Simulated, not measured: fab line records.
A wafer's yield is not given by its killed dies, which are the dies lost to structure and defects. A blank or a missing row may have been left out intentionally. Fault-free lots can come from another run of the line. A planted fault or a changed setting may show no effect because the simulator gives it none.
Which tool was responsible?	flow n5-finfet	10 lots with 30 wafers sampled at 3 steps, on a route of 1938 steps

== WHAT THE GAUGES SHOWED, per wafer ==
N5_PASSIVATION_OVL_MEAS_66.
lot	measured	on	PASS_OPEN_OVL (nm)
L628	day 12 11:38	overlay-02	-2 4 0
L629	day 12 11:57	overlay-02	9 4 7
L630	day 12 17:45	overlay-02	-5 -2 -3
L632	day 13 03:19	overlay-01	-7 -5 2
L633	day 13 03:42	overlay-02	-1 -9 -8
L636	day 14 16:50	overlay-02	3 -2 -2
L642	day 15 21:04	overlay-01	10 4 3
L644	day 17 00:52	overlay-01	2 4 -3
L646	day 17 01:08	overlay-01	-3 4 0
L650	day 19 01:16	overlay-01	3 4 5

== TOOL THAT RAN EACH LOT (tool first, then ch and the chambers of the sampled wafers, then the start) ==
lot	N5_BEOL_M2_ETCHBACK_99	N5_PASSIVATION_DEGAS_18
L628	rie-diel-04 ch 0,1,2, day 6 20:35	pvd-sputter-01, day 12 08:23
L629	rie-diel-01 ch 0,1,3, day 7 02:41	pvd-sputter-02, day 12 09:08
L630	rie-diel-03 ch 2,3, day 7 05:50	pvd-sputter-02, day 12 15:13
L632	rie-diel-04 ch 0,2,3, day 7 18:49	pvd-sputter-02, day 13 00:41
L633	rie-diel-01 ch 0,1,3, day 7 23:14	pvd-sputter-01, day 13 00:51
L636	rie-diel-04 ch 1,2,3, day 9 15:07	pvd-sputter-01, day 14 13:12
L642	rie-diel-04 ch 1,3, day 10 12:08	pvd-sputter-02, day 15 17:24
L644	rie-diel-03 ch 0,2,3, day 10 18:50	pvd-sputter-01, day 16 21:59
L646	rie-diel-01 ch 0,2,3, day 11 22:55	pvd-sputter-02, day 16 22:19
L650	rie-diel-04 ch 0,1,3, day 12 14:08	pvd-sputter-01, day 18 22:49
- N5_BEOL_M2_ETCHBACK_99: etches SiO2 in CHF3, target depth 5 nm, time 10.4 s.
- N5_PASSIVATION_DEGAS_18: time 60 s.

== WHAT THE TOOLS THEMSELVES READ (means of the sampled wafers that have a number; where no wafer has one, the mark that the record gives instead) ==
N5_BEOL_M2_ETCHBACK_99.
lot	tool	CHF3_flow_sccm (sccm)	drypump-motor-current-A (A)	oes_f_703_au (a.u.)	oes-product-au (a.u.)	rf-vpp-V (V)	showerhead-plenum-p-Torr (Torr)	throttle-valve-pct (%)
L628	rie-diel-04	11.99	6.1	0.77	0.78	244	2.16	17.16
L629	rie-diel-01	12.03	5.7	0.79	0.78	235	2.22	17.00
L630	rie-diel-03	12.03	5.4	0.75	0.74	236	2.17	16.97
L632	rie-diel-04	12.01	6.0	0.73	0.72	242	2.16	17.12
L633	rie-diel-01	12.05	5.7	0.78	0.77	237	2.22	17.01
L636	rie-diel-04	12.01	6.0	0.75	0.75	243	2.18	17.14
L642	rie-diel-04	12.01	5.9	0.75	0.75	244	2.21	17.18
L644	rie-diel-03	11.96	5.5	0.83	0.83	235	2.20	16.84
L646	rie-diel-01	12.02	5.6	0.75	0.75	238	2.16	17.09
L650	rie-diel-04	11.97	6.0	0.75	0.74	241	2.18	17.28

N5_PASSIVATION_DEGAS_18.
lot	tool	heater-power-w (W)	susceptor-temp-C (C)
L628	pvd-sputter-01	475	300.03
L629	pvd-sputter-02	470	299.86
L630	pvd-sputter-02	473	299.74
L632	pvd-sputter-02	458	299.87
L633	pvd-sputter-01	463	299.99
L636	pvd-sputter-01	425	299.97
L642	pvd-sputter-02	433	300.10
L644	pvd-sputter-01	461	299.85
L646	pvd-sputter-02	458	300.03
L650	pvd-sputter-01	486	300.17

== THE ANSWER, worked out from the rows above alone ==
Rule: the usual values come from the lots themselves. The widest of any qualifying gaps counts: lots, ordered by their means at a reading, are off when they make up no more than a third of the lots, leave a main group of 4 or more, and stand apart from it by 3 or more times the standard deviation of that group's means. If all means in a main group match to the digits the tables above print for the reading, that group is not used. A lot without any number at a reading at which 4 lots or more have one is off too. Where the step has rows for the other lots, those lots are counted as sound. First the gauges in route order, then the tools' own readings, where a lot's mean is used as printed above. The first step at which some lot is off is used, and at that step the reading that is off furthest; a lot without a number counts as furthest.
No lot is off on any of the readings shown, so nothing can be concluded from this.

== WHAT THE SIMULATOR HAD PUT IN ==
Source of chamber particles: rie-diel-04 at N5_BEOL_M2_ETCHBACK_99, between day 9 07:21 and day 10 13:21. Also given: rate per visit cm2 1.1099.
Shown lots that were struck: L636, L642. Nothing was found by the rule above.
